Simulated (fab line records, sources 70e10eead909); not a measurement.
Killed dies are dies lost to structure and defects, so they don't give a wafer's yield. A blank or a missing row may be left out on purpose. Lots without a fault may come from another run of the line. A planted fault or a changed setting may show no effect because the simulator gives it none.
fab line records | flow nand_harc
record lots=24 wafers=72 last_day=33
route steps=1302 shown P_GATE@185 P_CONTACT@218
lots that met no fault: from a run of the same line without faults
start_h: hours from the record's first day to the start of the lot's first wafer shown | wait_h: hours since the lot's step before | " the same as in the row above | L1.1+2: a row that stands for several wafers | - no value, or no start given | * or withheld: withheld | < > ~ a bound
route shown NAME@n: a module of which the file shows steps, and the number in the route of the first | usual: mean/standard deviation of fault-free wafers | same: alike in all rows | chamber/n: place in a boat | sites: the reading at each site | _std_site: their standard deviation | _edge_site: outer sites' mean less inner sites' | radius_mm: how far each site lies from the wafer's centre | mask NAME#n: copy n | behind: the tool/chamber that last shaped the wafer | hold: why the lot was held/for how many hours/how that ended | device: the transistor (n, p or np) that didn't switch | end of line: the same wafers' tests at the end of the route | a step without rows: its recipe alone | killed: dies lost to structure and defects at the first sort, not the wafer's yield | map: a wafer's dies, x killed, . not, _ none there
set.NAME: the setting as run; set.NAME@STEP: as run at that earlier step | model.NAME: the simulator's own value behind a step, which no gauge read
steps of the route over a sample of lots; a table a step, a row a wafer
services: from which hour (start_h, from the record's first day; less than 0 if before it) a tool's chamber was out of use, for how many hours, and why
## steps
# step NHARC_P_GATE_CD_MEAS_59
# recipe target_cd_nm=720 landing_energy_ev=500
# usual cd_nm=721/3.2
# columns lot.wafer tool chamber start_h wait_h cd_nm
L074.3 cd_sem-01 0 110.00 - 724
L074.5 " 0 " " 720
L074.6 " 0 " " 722
L075.1 cd_sem-03 0 120.89 - 722
L075.5 " 0 " " 717
L075.6 " 0 " " 718
L076.1 cd_sem-03 0 130.02 - 720
L076.3 " 0 " " 720
L076.6 " 0 " " 717
L077.2 cd_sem-01 0 146.06 - 723
L077.4 " 0 " " 725
L077.6 " 0 " " 723
L078.2 cd_sem-01 0 150.22 - 726
L078.4 " 0 " " 723
L078.6 " 0 " " 724
L079.1 cd_sem-01 0 157.39 - 719
L079.2 " 0 " " 719
L079.6 " 0 " " 722
L080.2 cd_sem-03 0 176.97 - 722
L080.3 " 0 " " 718
L080.5 " 0 " " 720
L081.4 cd_sem-01 0 183.60 - 727
L081.5 " 0 " " 722
L081.6 " 0 " " 725
L082.2 cd_sem-03 0 191.61 - 720
L082.4 " 0 " " 714
L082.6 " 0 " " 719
L083.1 cd_sem-01 0 208.57 - 720
L083.2 " 0 " " 723
L083.4 " 0 " " 717
L084.2 cd_sem-01 0 211.91 - 726
L084.3 " 0 " " 721
L084.6 " 0 " " 721
L085.1 cd_sem-03 0 219.79 - 723
L085.3 " 0 " " 717
L085.6 " 0 " " 721
L086.1 cd_sem-01 0 228.38 - 722
L086.5 " 0 " " 727
L086.6 " 0 " " 723
L087.1 cd_sem-03 0 235.83 - 718
L087.3 " 0 " " 718
L087.4 " 0 " " 717
L088.3 cd_sem-03 0 259.97 - 721
L088.4 " 0 " " 724
L088.6 " 0 " " 725
L089.1 cd_sem-02 0 260.74 - 719
L089.2 " 0 " " 721
L089.3 " 0 " " 717
L091.1 cd_sem-02 0 286.42 - 722
L091.2 " 0 " " 723
L091.3 " 0 " " 725
L090.1 cd_sem-02 0 287.01 - 720
L090.2 " 0 " " 717
L090.5 " 0 " " 723
L093.1 cd_sem-03 0 299.32 - 716
L093.3 " 0 " " 722
L093.5 " 0 " " 717
L092.2 cd_sem-02 0 300.17 - 721
L092.4 " 0 " " 718
L092.6 " 0 " " 721
L094.3 cd_sem-03 0 315.54 - 718
L094.4 " 0 " " 722
L094.5 " 0 " " 719
L095.2 cd_sem-01 0 327.12 - 719
L095.3 " 0 " " 719
L095.6 " 0 " " 724
L096.1 cd_sem-03 0 332.41 - 722
L096.2 " 0 " " 718
L096.4 " 0 " " 720
L097.4 cd_sem-02 0 333.25 - 720
L097.5 " 0 " " 723
L097.6 " 0 " " 714
# step NHARC_P_GATE_DESCUM_61
# recipe time_s=3 o2_flow_sccm=200 ar_flow_sccm=0 bias_power_w=0 chemistry=O2
# usual drypump_motor_current_A=5.8/0.49 o2_flow_sccm=200.0/0.6 oes_product_au=1.007/0.017 rf_vpp_V=57.8/0.88 showerhead_plenum_p_Torr=1.93/0.093 throttle_valve_pct=11.312/0.0096
# columns lot.wafer tool chamber start_h wait_h drypump_motor_current_A o2_flow_sccm oes_product_au rf_hours_counter_h rf_vpp_V showerhead_plenum_p_Torr throttle_valve_pct
L074.3 rie_diel-13 3 110.18 - 6.2 199.0 1.043 10 57.3 1.86 11.301
L074.6 " 2 " " 6.6 199.8 1.028 - 59.2 2.01 11.313
L074.5 " 3 " " 6.2 200.0 1.031 - 56.9 1.86 11.287
L075.1 rie_diel-01 2 121.09 - 5.8 201.4 0.991 5 57.5 1.87 11.320
L075.5 " 3 " " 5.9 200.6 1.048 - 57.1 1.80 11.318
L075.6 " 0 " " 6.2 200.3 0.997 - 57.5 2.02 11.326
L076.1 rie_diel-07 3 130.19 - 5.6 199.5 0.990 0 56.3 1.87 11.301
L076.3 " 0 " " 6.5 200.4 0.992 0 57.2 1.86 11.325
L076.6 " 3 " " 5.6 200.4 0.977 - 57.6 1.87 11.318
L077.2 rie_diel-01 3 146.23 - 5.9 200.3 1.037 7 59.5 1.80 11.307
L077.4 " 1 " " 5.2 199.2 1.004 7 59.0 2.06 11.307
L077.6 " 3 " " 5.9 201.0 1.033 - 56.4 1.80 11.299
L078.4 rie_diel-01 0 150.39 - 6.2 199.8 1.013 8 57.2 2.02 11.329
L078.2 " 2 " " 5.9 199.2 0.983 6 57.7 1.87 11.325
L078.6 " 3 " " 5.9 199.0 1.038 - 58.1 1.80 11.315
L079.2 rie_diel-13 1 157.57 - 4.9 200.5 0.999 7 58.6 2.04 11.303
L079.1 " 2 " " 6.6 200.2 1.016 10 57.5 2.01 11.306
L079.6 " 3 " " 6.2 200.2 1.020 - 57.8 1.86 11.303
L080.3 rie_diel-01 3 177.12 - 5.9 200.3 1.026 10 57.3 1.80 11.333
L080.2 " 1 " " 5.3 200.5 0.998 9 58.5 2.05 11.306
L080.5 " 0 " " 6.2 199.7 1.010 - 57.2 2.02 11.308
L081.4 rie_diel-13 0 183.77 - 5.7 199.6 1.008 0 57.4 1.91 11.323
L081.6 " 2 " " 6.6 199.7 1.031 - 56.5 2.01 11.301
L081.5 " 3 " " 6.3 201.1 1.023 - 57.7 1.86 11.317
L082.2 rie_diel-13 3 191.77 - 6.2 199.3 1.020 0 57.4 1.86 11.315
L082.4 " 0 " " 5.7 199.4 0.996 0 59.3 1.91 11.303
L082.6 " 0 " " 5.7 200.4 1.002 - 58.0 1.91 11.318
L083.2 rie_diel-13 2 208.73 - 6.6 200.1 1.017 3 56.7 2.01 11.321
L083.1 " 3 " " 6.3 199.7 1.014 3 59.1 1.86 11.303
L083.4 " 1 " " 4.9 200.0 0.996 2 57.9 2.04 11.311
L084.2 rie_diel-07 1 212.07 - 5.0 201.4 0.979 4 56.4 2.02 11.333
L084.3 " 0 " " 6.5 200.2 0.979 4 58.7 1.86 11.312
L084.6 " 2 " " 5.6 199.8 1.004 - 57.2 1.78 11.324
L085.1 rie_diel-07 0 219.97 - 6.5 199.5 0.969 5 57.9 1.86 11.298
L085.3 " 2 " " 5.7 200.6 1.004 3 56.9 1.78 11.308
L085.6 " 0 " " 6.5 200.1 0.975 - 58.4 1.86 11.309
L086.1 rie_diel-01 0 228.56 - 6.2 199.1 0.992 1 57.8 2.02 11.308
L086.5 " 2 " " 5.9 200.0 0.995 - 58.4 1.86 11.308
L086.6 " 3 " " 5.9 200.5 1.034 - 55.4 1.80 11.308
L087.3 rie_diel-13 3 236.01 - 6.2 200.2 1.017 6 57.8 1.86 11.305
L087.1 " 0 " " 5.7 200.5 0.999 5 58.4 1.90 11.310
L087.4 " 0 " " 5.7 199.8 1.004 - 58.3 1.90 11.308
L088.3 rie_diel-01 1 260.13 - 5.3 200.4 1.013 2 58.2 2.05 11.321
L088.4 " 3 " " 5.9 200.9 1.013 2 59.3 1.80 11.317
L088.6 " 2 " " 5.9 199.4 0.994 - 59.1 1.86 11.308
L089.3 rie_diel-01 3 260.90 - 5.9 199.3 1.011 2 56.0 1.80 11.307
L089.2 " 0 " " 6.2 199.7 0.995 2 57.9 2.02 11.308
L089.1 " 1 " " 5.2 198.8 1.004 2 57.6 2.05 11.292
L091.2 rie_diel-13 0 286.58 - 5.7 200.3 1.004 9 57.9 1.90 11.314
L091.1 " 1 " " 4.9 199.1 1.011 10 58.4 2.03 11.325
L091.3 " 3 " " 6.2 200.1 1.024 9 56.7 1.86 11.309
L090.2 rie_diel-07 2 287.17 - 5.6 199.7 1.022 5 56.8 1.78 11.331
L090.1 " 0 " " 6.5 200.3 0.983 7 56.7 1.86 11.318
L090.5 " 2 " " 5.7 200.3 1.002 - 57.2 1.78 11.333
L093.3 rie_diel-01 0 299.48 - 6.2 200.4 1.008 3 55.6 2.02 11.306
L093.1 " 3 " " 5.9 200.1 1.000 3 57.7 1.80 11.299
L093.5 " 0 " " 6.2 201.7 1.011 - 59.0 2.02 11.314
L092.4 rie_diel-13 0 300.35 - 5.7 199.4 1.011 10 56.5 1.90 11.295
L092.2 " 1 " " 4.9 200.1 1.021 11 57.6 2.03 11.297
L092.6 " 3 " " 6.3 200.6 1.025 - 57.0 1.86 11.296
L094.3 rie_diel-01 1 315.69 - 5.2 199.5 1.012 4 59.3 2.05 11.302
L094.4 " 0 " " 6.2 199.8 1.012 4 57.2 2.02 11.315
L094.5 " 1 " " 5.2 199.4 1.011 - 58.3 2.05 11.330
L095.3 rie_diel-13 0 327.27 - 5.7 200.5 1.006 14 58.1 1.90 11.312
L095.2 " 3 " " 6.2 199.6 1.015 10 59.2 1.86 11.310
L095.6 " 0 " " 5.7 200.3 1.001 - 55.7 1.90 11.319
L096.2 rie_diel-01 1 332.59 - 5.3 199.6 1.017 4 59.5 2.05 11.319
L096.1 " 2 " " 5.9 200.1 0.993 4 57.1 1.86 11.302
L096.4 " 3 " " 5.9 198.3 1.019 4 58.6 1.80 11.325
L097.4 rie_diel-13 2 333.42 - 6.5 199.6 1.019 10 57.9 2.01 11.319
L097.6 " 0 " " 5.7 199.6 1.010 - 59.1 1.90 11.316
L097.5 " 1 " " 4.9 199.9 1.018 - 58.2 2.03 11.326
# step NHARC_P_CONTACT_DEP_00
# recipe target_thk_a=5000 temp_c=400 pressure_torr=6.5 rf_w=900 teos_flow_sccm=161.4 flow_sccm=2650 target_thk_nm=500 gas=O2 material=SiO2
# usual heater_power_w=547/87 throttle_valve_pct=16.1/0.55
# columns lot.wafer tool chamber start_h wait_h heater_power_w throttle_valve_pct
L074.3 pecvd-02 1 - - 576 16.9
L074.5 " 0 " " 431 16.7
L074.6 " 2 " " 526 15.3
L075.1 pecvd-01 2 - - 638 15.3
L075.6 " 1 " " 601 15.9
L075.5 " 0 " " 679 15.9
L076.3 pecvd-02 1 - - 517 16.5
L076.1 " 2 " " 558 15.4
L076.6 " 1 " " 553 17.1
L077.2 pecvd-02 1 - - 572 16.7
L077.4 " 2 " " 585 15.5
L077.6 " 0 " " 417 16.6
L078.2 pecvd-04 2 - - 593 16.0
L078.4 " 2 " " 607 15.9
L078.6 " 0 " " 599 16.7
L079.2 pecvd-02 0 - - 422 16.6
L079.1 " 2 " " 563 15.4
L079.6 " 1 " " 573 17.0
L080.2 pecvd-02 0 - - 413 16.9
L080.3 " 2 " " 529 15.3
L080.5 " 1 " " 579 16.6
L081.5 pecvd-04 0 - - 542 16.2
L081.6 " 1 " " 451 16.8
L081.4 " 2 " " 587 15.7
L082.2 pecvd-02 2 - - 674 15.6
L082.4 " 0 " " 408 16.8
L082.6 " 2 " " 522 15.4
L083.1 pecvd-04 1 - - 477 16.7
L083.2 " 2 " " 460 15.9
L083.4 " 2 " " 511 16.0
L084.2 pecvd-02 2 - - 684 15.5
L084.3 " 0 " " 386 16.5
L084.6 " 0 " " 402 16.7
L085.3 pecvd-02 0 - - 338 16.7
L085.1 " 1 " " 604 17.2
L085.6 " 1 " " 596 17.0
L086.1 pecvd-01 1 - - 721 15.9
L086.6 " 2 " " 574 16.1
L086.5 " 1 " " 764 16.0
L087.1 pecvd-02 1 - - 576 16.7
L087.3 " 0 " " 474 16.1
L087.4 " 1 " " 639 16.3
L088.3 pecvd-02 1 - - 684 16.4
L088.6 " 2 " " 593 15.2
L088.4 " 1 " " 528 16.4
L089.1 pecvd-04 1 - - 495 16.7
L089.3 " 2 " " 578 16.2
L089.2 " 0 " " 538 16.4
L091.3 pecvd-04 1 - - 438 16.3
L091.2 " 2 " " 470 15.4
L091.1 " 0 " " 592 16.0
L090.2 pecvd-02 1 - - 644 16.4
L090.1 " 2 " " 594 15.4
L090.5 " 2 " " 639 15.1
L093.3 pecvd-04 0 - - 522 16.0
L093.1 " 2 " " 555 15.5
L093.5 " 2 " " 570 15.6
L092.2 pecvd-04 2 - - 499 15.5
L092.6 " 0 " " 588 16.0
L092.4 " 2 " " 526 15.8
L094.3 pecvd-02 0 - - 435 16.1
L094.4 " 0 " " 468 15.8
L094.5 " 2 " " 597 15.1
L095.2 pecvd-01 1 - - 609 15.8
L095.3 " 2 " " 667 15.8
L095.6 " 0 " " 623 15.7
L096.1 pecvd-01 0 - - 668 15.8
L096.2 " 2 " " 608 15.5
L096.4 " 0 " " 684 15.6
L097.6 pecvd-04 1 - - 492 16.0
L097.4 " 2 " " 577 15.8
L097.5 " 0 " " 547 16.3
# step NHARC_P_CONTACT_INSPECT_14
# usual raw_defect_count=4.3/2.4
# columns lot.wafer tool chamber start_h wait_h raw_defect_count
L074.3 defect_inspect-02 - 116.45 0.0 3
L074.5 " - " " 7
L074.6 " - " " 5
L075.1 defect_inspect-01 - 127.30 0.0 2
L075.5 " - " " 4
L075.6 " - " " 3
L076.1 defect_inspect-01 - 136.41 0.0 6
L076.3 " - " " 6
L076.6 " - " " 5
L077.2 defect_inspect-02 - 152.41 0.0 5
L077.4 " - " " 7
L077.6 " - " " 9
L078.2 defect_inspect-01 - 156.47 0.0 4
L078.4 " - " " 4
L078.6 " - " " 1
L079.1 defect_inspect-01 - 163.75 0.0 2
L079.2 " - " " 4
L079.6 " - " " 4
L080.2 defect_inspect-01 - 183.46 0.0 4
L080.3 " - " " 0
L080.5 " - " " 2
L081.4 defect_inspect-01 - 190.13 0.0 3
L081.5 " - " " 4
L081.6 " - " " 7
L082.2 defect_inspect-01 - 198.11 0.0 7
L082.4 " - " " 6
L082.6 " - " " 10
L083.1 defect_inspect-01 - 215.07 0.0 4
L083.2 " - " " 4
L083.4 " - " " 3
L084.2 defect_inspect-02 - 218.43 0.0 4
L084.3 " - " " 9
L084.6 " - " " 3
L085.1 defect_inspect-02 - 226.29 0.0 4
L085.3 " - " " 2
L085.6 " - " " 4
L086.1 defect_inspect-01 - 235.01 0.0 12
L086.5 " - " " 5
L086.6 " - " " 6
L087.1 defect_inspect-01 - 242.15 0.0 2
L087.3 " - " " 4
L087.4 " - " " 4
L088.3 defect_inspect-02 - 266.44 0.0 2
L088.4 " - " " 2
L088.6 " - " " 5
L089.1 defect_inspect-02 - 267.25 0.0 6
L089.2 " - " " 1
L089.3 " - " " 4
L091.1 defect_inspect-02 - 292.82 0.0 4
L091.2 " - " " 1
L091.3 " - " " 3
L090.1 defect_inspect-02 - 293.54 0.0 8
L090.2 " - " " 4
L090.5 " - " " 2
L093.1 defect_inspect-01 - 305.79 0.0 1
L093.3 " - " " 5
L093.5 " - " " 4
L092.2 defect_inspect-01 - 306.55 0.0 4
L092.4 " - " " 2
L092.6 " - " " 6
L094.3 defect_inspect-02 - 322.20 0.0 6
L094.4 " - " " 7
L094.5 " - " " 2
L095.2 defect_inspect-01 - 333.46 0.0 3
L095.3 " - " " 1
L095.6 " - " " 0
L096.1 defect_inspect-01 - 338.83 0.0 6
L096.2 " - " " 4
L096.4 " - " " 3
L097.4 defect_inspect-02 - 339.65 0.0 4
L097.5 " - " " 6
L097.6 " - " " 1
# step NHARC_P_CONTACT_ETCH_36
# recipe target_depth_a=2600 over_etch_frac=0.25 time_s=406.25 ion_energy_ev=200 n2_flow_sccm=150 h2_flow_sccm=150 ar_flow_sccm=0 rf_w=400 bias_w=150 chemistry=N2/H2
# usual drypump_motor_current_A=5.5/0.51 oes_product_au=0.999/0.013 rf_vpp_V=430.3/2.5 showerhead_plenum_p_Torr=2.03/0.079 throttle_valve_pct=14.171/0.0095
# same over_etch_frac=0.25
# columns lot.wafer tool chamber start_h wait_h drypump_motor_current_A oes_product_au rf_hours_counter_h rf_vpp_V showerhead_plenum_p_Torr throttle_valve_pct
L074.3 rie_diel-10 2 - - 6.1 1.027 2.3 431.3 2.05 14.175
L074.6 " 3 " " 5.0 1.012 - 434.2 2.14 14.187
L074.5 " 0 " " 4.9 0.993 - 429.9 2.03 14.175
L075.1 rie_diel-10 1 - - 5.7 1.009 2.4 434.7 2.14 14.193
L075.6 " 2 " " 6.1 1.013 - 432.0 2.05 14.174
L075.5 " 3 " " 5.0 1.012 - 434.3 2.14 14.150
L076.3 rie_diel-10 3 - - 5.0 1.013 3.9 433.2 2.14 14.175
L076.1 " 1 " " 5.7 0.992 3.3 434.8 2.14 14.187
L076.6 " 2 " " 6.0 1.018 - 431.1 2.05 14.171
L077.4 rie_diel-02 0 - - 5.2 1.004 2.7 426.8 1.94 14.174
L077.2 " 3 " " 6.3 1.026 2.3 425.7 1.90 14.168
L077.6 " 0 " " 5.3 1.005 - 427.8 1.94 14.175
L078.4 rie_diel-10 1 - - 5.7 0.996 5.4 434.6 2.14 14.173
L078.2 " 3 " " 5.0 1.017 5.8 433.6 2.14 14.164
L078.6 " 1 " " 5.7 1.002 - 432.4 2.14 14.158
L079.1 rie_diel-10 1 - - 5.7 0.997 6.0 432.3 2.14 14.177
L079.2 " 0 " " 4.9 1.006 5.9 430.7 2.03 14.170
L079.6 " 2 " " 6.0 1.017 - 429.3 2.05 14.167
L080.2 rie_diel-06 2 - - 5.4 1.009 0.6 432.0 2.08 14.173
L080.3 " 0 " " 5.8 0.988 0.7 429.7 1.98 14.173
L080.5 " 2 " " 5.4 0.998 - 432.1 2.08 14.173
L081.4 rie_diel-06 1 - - 5.3 1.001 1.1 426.1 1.93 14.151
L081.5 " 1 " " 5.3 1.012 - 425.7 1.92 14.174
L081.6 " 2 " " 5.4 1.006 - 432.5 2.08 14.176
L082.4 rie_diel-10 3 - - 5.0 1.024 7.8 435.7 2.14 14.173
L082.2 " 0 " " 4.9 1.001 7.6 429.5 2.03 14.172
L082.6 " 1 " " 5.6 1.019 - 433.2 2.14 14.184
L083.4 rie_diel-02 1 - - 6.6 0.979 3.9 431.7 2.10 14.176
L083.2 " 2 " " 5.0 1.020 3.9 429.3 2.00 14.188
L083.1 " 3 " " 6.2 0.996 3.7 427.1 1.90 14.165
L084.3 rie_diel-06 2 - - 5.4 0.990 1.9 432.5 2.08 14.153
L084.2 " 3 " " 5.4 1.000 1.9 428.9 1.94 14.183
L084.6 " 3 " " 5.4 1.009 - 425.8 1.94 14.172
L085.1 rie_diel-02 3 - - 6.2 0.993 0.1 427.3 1.90 14.165
L085.3 " 0 " " 5.2 0.973 0.1 427.0 1.94 14.176
L085.6 " 2 " " 5.0 1.001 - 429.7 2.00 14.173
L086.1 rie_diel-06 1 - - 5.4 1.015 2.2 426.1 1.92 14.174
L086.6 " 2 " " 5.4 1.007 - 432.8 2.08 14.156
L086.5 " 3 " " 5.4 1.004 - 426.2 1.94 14.181
L087.3 rie_diel-10 0 - - 4.9 0.990 9.5 430.2 2.03 14.184
L087.4 " 2 " " 6.1 1.010 10.1 430.4 2.05 14.175
L087.1 " 3 " " 5.0 1.017 9.8 433.2 2.13 14.168
L088.3 rie_diel-06 3 - - 5.4 0.998 3.4 427.6 1.94 14.167
L088.4 " 0 " " 5.9 0.990 2.9 427.9 1.98 14.185
L088.6 " 0 " " 5.8 0.993 - 431.0 1.98 14.178
L089.2 rie_diel-02 1 - - 6.6 0.998 1.3 432.3 2.10 14.184
L089.1 " 2 " " 4.9 0.994 1.4 428.9 2.00 14.180
L089.3 " 3 " " 6.2 1.004 1.4 427.8 1.90 14.172
L091.1 rie_diel-02 1 - - 6.6 0.978 2.0 432.6 2.10 14.169
L091.2 " 2 " " 5.0 0.989 2.2 428.9 2.00 14.171
L091.3 " 3 " " 6.2 1.004 2.0 426.3 1.90 14.154
L090.2 rie_diel-06 1 - - 5.4 0.992 3.8 427.2 1.92 14.181
L090.1 " 0 " " 5.9 0.981 3.8 429.7 1.98 14.170
L090.5 " 1 " " 5.3 0.991 - 427.6 1.92 14.156
L093.1 rie_diel-06 3 - - 5.4 0.997 4.7 429.6 1.94 14.167
L093.3 " 1 " " 5.4 0.983 4.2 427.1 1.92 14.178
L093.5 " 0 " " 5.8 0.974 - 429.4 1.98 14.173
L092.4 rie_diel-10 3 - - 5.0 1.012 3.5 433.8 2.13 14.151
L092.2 " 2 " " 6.0 1.005 3.3 431.1 2.05 14.158
L092.6 " 3 " " 5.0 0.999 - 434.2 2.13 14.157
L094.4 rie_diel-02 1 - - 6.7 0.990 2.8 431.9 2.10 14.164
L094.3 " 3 " " 6.2 1.007 2.7 427.4 1.90 14.166
L094.5 " 1 " " 6.7 0.990 - 432.4 2.10 14.179
L095.3 rie_diel-10 1 - - 5.7 0.997 5.1 433.1 2.13 14.149
L095.2 " 2 " " 6.1 1.006 4.6 431.5 2.05 14.171
L095.6 " 1 " " 5.7 0.995 - 434.3 2.13 14.177
L096.2 rie_diel-10 0 - - 4.9 1.000 5.9 428.8 2.02 14.172
L096.1 " 1 " " 5.7 1.010 5.5 432.3 2.13 14.178
L096.4 " 3 " " 5.0 1.013 5.1 432.6 2.13 14.193
L097.4 rie_diel-06 1 - - 5.4 1.009 0.4 426.2 1.92 14.186
L097.5 " 3 " " 5.4 0.992 - 427.9 1.93 14.181
L097.6 " 0 " " 5.8 0.989 - 428.0 1.98 14.168
# step NHARC_P_CONTACT_ETCH_31
# recipe target_depth_a=300 time_s=85.7 ion_energy_ev=120 over_etch_frac=1 ch3f_flow_sccm=50 o2_flow_sccm=30 ar_flow_sccm=200 rf_w=500 bias_w=100 chemistry=CH3F/O2
# usual drypump_motor_current_A=5.6/0.5 o2_flow_sccm=30.01/0.093 oes_product_au=0.974/0.017 rf_vpp_V=244.0/1.5 showerhead_plenum_p_Torr=2.44/0.092 throttle_valve_pct=20.664/0.0091
# same over_etch_frac=1
# columns lot.wafer tool chamber start_h wait_h drypump_motor_current_A o2_flow_sccm oes_product_au rf_hours_counter_h rf_vpp_V showerhead_plenum_p_Torr throttle_valve_pct
L074.3 rie_diel-10 1 - - 5.6 29.97 0.992 2.1 245.4 2.57 20.669
L074.5 " 3 " " 5.0 30.06 1.005 - 245.9 2.57 20.646
L074.6 " 0 " " 4.9 30.17 0.973 - 243.7 2.45 20.672
L075.1 rie_diel-10 2 - - 6.0 29.95 0.985 3.1 245.4 2.47 20.675
L075.5 " 2 " " 6.1 30.04 0.992 - 244.3 2.47 20.642
L075.6 " 3 " " 5.0 29.95 0.980 - 244.8 2.57 20.658
L076.1 rie_diel-10 0 - - 4.9 30.15 0.973 3.4 244.7 2.45 20.658
L076.3 " 1 " " 5.7 30.12 0.976 3.4 245.0 2.57 20.665
L076.6 " 1 " " 5.7 30.20 0.986 - 246.2 2.57 20.676
L077.4 rie_diel-02 0 - - 5.2 29.93 0.965 3.0 242.7 2.35 20.673
L077.2 " 1 " " 6.6 29.94 0.943 3.0 245.5 2.53 20.655
L077.6 " 2 " " 4.9 29.95 0.965 - 243.0 2.41 20.662
L078.2 rie_diel-10 1 - - 5.7 30.04 0.983 5.7 245.0 2.57 20.670
L078.4 " 2 " " 6.1 30.05 0.997 6.0 245.1 2.47 20.654
L078.6 " 1 " " 5.7 30.14 0.975 - 246.0 2.57 20.652
L079.2 rie_diel-10 1 - - 5.7 29.96 0.977 6.3 246.1 2.57 20.657
L079.1 " 2 " " 6.1 29.98 1.004 6.6 244.5 2.47 20.666
L079.6 " 1 " " 5.7 29.98 0.976 - 245.7 2.57 20.656
L080.2 rie_diel-06 3 - - 5.4 30.01 0.975 0.9 243.7 2.34 20.670
L080.3 " 2 " " 5.4 30.04 0.976 0.8 245.5 2.51 20.663
L080.5 " 0 " " 5.9 30.03 0.965 - 243.5 2.39 20.663
L081.4 rie_diel-06 2 - - 5.4 30.10 0.972 1.3 245.7 2.51 20.676
L081.5 " 2 " " 5.4 30.01 0.982 - 245.7 2.51 20.670
L081.6 " 3 " " 5.4 30.01 0.970 - 242.9 2.34 20.663
L082.2 rie_diel-10 1 - - 5.7 29.91 0.960 7.0 245.7 2.57 20.671
L082.4 " 2 " " 6.1 30.18 0.976 8.2 244.5 2.47 20.650
L082.6 " 2 " " 6.1 30.03 0.972 - 245.7 2.47 20.653
L083.2 rie_diel-02 0 - - 5.2 29.87 0.942 4.1 243.2 2.35 20.650
L083.4 " 2 " " 4.9 29.90 0.990 4.1 243.9 2.41 20.663
L083.1 " 3 " " 6.2 29.97 0.976 3.9 243.4 2.30 20.668
L084.2 rie_diel-06 3 - - 5.4 30.04 0.974 2.2 243.3 2.34 20.646
L084.3 " 0 " " 5.9 30.05 0.933 2.0 242.9 2.39 20.662
L084.6 " 2 " " 5.4 29.98 0.973 - 244.8 2.51 20.665
L085.1 rie_diel-02 0 - - 5.2 30.09 0.957 0.3 242.0 2.35 20.659
L085.3 " 1 " " 6.6 30.04 0.969 0.2 245.6 2.53 20.656
L085.6 " 3 " " 6.2 30.08 0.973 - 239.9 2.30 20.665
L086.1 rie_diel-06 0 - - 5.9 30.20 0.953 2.4 243.3 2.39 20.688
L086.5 " 2 " " 5.4 29.89 0.975 - 244.9 2.51 20.677
L086.6 " 3 " " 5.4 30.11 0.976 - 243.2 2.34 20.655
L087.3 rie_diel-02 0 243.03 0.1 5.2 29.90 0.965 0.7 243.1 2.35 20.655
L087.4 " 1 " " 6.7 30.10 0.981 0.7 245.9 2.53 20.681
L087.1 " 2 " " 4.9 29.78 0.995 0.8 244.1 2.41 20.679
L088.4 rie_diel-06 1 - - 5.4 30.03 0.963 3.1 242.4 2.33 20.669
L088.3 " 3 " " 5.4 30.02 0.978 3.7 241.4 2.34 20.675
L088.6 " 0 " " 5.8 30.03 0.949 - 243.9 2.39 20.674
L089.3 rie_diel-02 3 - - 6.2 30.08 0.987 1.6 242.4 2.30 20.675
L089.2 " 1 " " 6.7 30.09 0.969 1.6 245.4 2.53 20.660
L089.1 " 2 " " 5.0 29.86 0.978 1.8 242.9 2.41 20.665
L091.3 rie_diel-02 0 - - 5.2 29.94 0.965 2.0 242.9 2.35 20.655
L091.2 " 1 " " 6.6 29.97 0.971 2.3 244.8 2.53 20.681
L091.1 " 2 " " 5.0 29.93 0.985 2.3 244.1 2.41 20.659
L090.2 rie_diel-06 2 - - 5.4 30.01 0.973 4.5 243.7 2.51 20.661
L090.1 " 3 " " 5.4 30.09 0.974 4.5 243.8 2.34 20.655
L090.5 " 3 " " 5.4 30.12 0.975 - 242.4 2.34 20.662
L093.1 rie_diel-06 0 - - 5.9 29.97 0.958 4.4 241.8 2.39 20.675
L093.3 " 1 " " 5.4 29.93 0.975 4.4 240.3 2.33 20.663
L093.5 " 1 " " 5.4 29.99 0.979 - 241.9 2.33 20.654
L092.4 rie_diel-10 1 - - 5.7 29.93 0.966 4.0 245.9 2.56 20.669
L092.2 " 2 " " 6.1 30.23 0.980 3.4 245.1 2.47 20.662
L092.6 " 2 " " 6.1 30.19 0.990 - 245.1 2.47 20.658
L094.4 rie_diel-02 1 - - 6.6 29.93 0.979 3.1 244.4 2.53 20.672
L094.3 " 2 " " 4.9 29.98 0.978 3.2 244.5 2.41 20.661
L094.5 " 0 " " 5.2 29.97 0.973 - 243.2 2.34 20.662
L095.2 rie_diel-10 0 - - 4.9 30.03 0.975 5.8 244.4 2.44 20.665
L095.3 " 1 " " 5.7 30.09 0.973 5.4 245.7 2.56 20.670
L095.6 " 1 " " 5.7 30.01 0.976 - 246.9 2.56 20.668
L096.1 rie_diel-10 3 - - 5.0 30.11 0.984 5.3 244.6 2.56 20.659
L096.2 " 0 " " 4.9 29.87 0.982 6.1 243.7 2.44 20.652
L096.4 " 1 " " 5.7 29.95 0.982 5.8 246.2 2.56 20.650
L097.4 rie_diel-06 1 - - 5.4 29.77 0.949 0.6 241.8 2.33 20.660
L097.5 " 3 " " 5.4 30.01 0.936 - 242.4 2.34 20.664
L097.6 " 0 " " 5.8 29.91 0.934 - 243.1 2.39 20.661
## services
# columns tool chamber start_h hours kind
rie_diel-01 0 90.23 7.8 repair
pecvd-02 0 92.16 3.9 repair
rie_diel-06 1 100.44 3.2 repair
rie_diel-02 3 104.95 3.3 repair
rie_diel-13 1 120.04 4.3 repair
rie_diel-13 0 125.28 4.0 repair
rie_diel-06 - 130.20 9.0 pm
rie_diel-13 0 134.27 2.6 repair
rie_diel-10 1 144.07 1.7 repair
rie_diel-13 - 165.00 9.0 pm
rie_diel-02 1 172.77 5.8 repair
rie_diel-10 1 186.43 8.2 repair
rie_diel-02 0 193.02 16.8 repair
pecvd-02 - 202.37 0.9 repair
rie_diel-10 0 206.15 3.0 repair
rie_diel-02 - 207.39 1.0 repair
rie_diel-02 - 216.70 9.0 pm
pecvd-02 - 227.29 13.0 pm
rie_diel-10 - 242.57 9.0 pm
rie_diel-02 0 255.60 7.1 repair
rie_diel-06 - 276.61 0.3 repair
pecvd-02 2 297.35 2.5 repair
rie_diel-06 - 307.20 9.0 pm
rie_diel-10 1 321.33 4.5 repair
## key
fault none
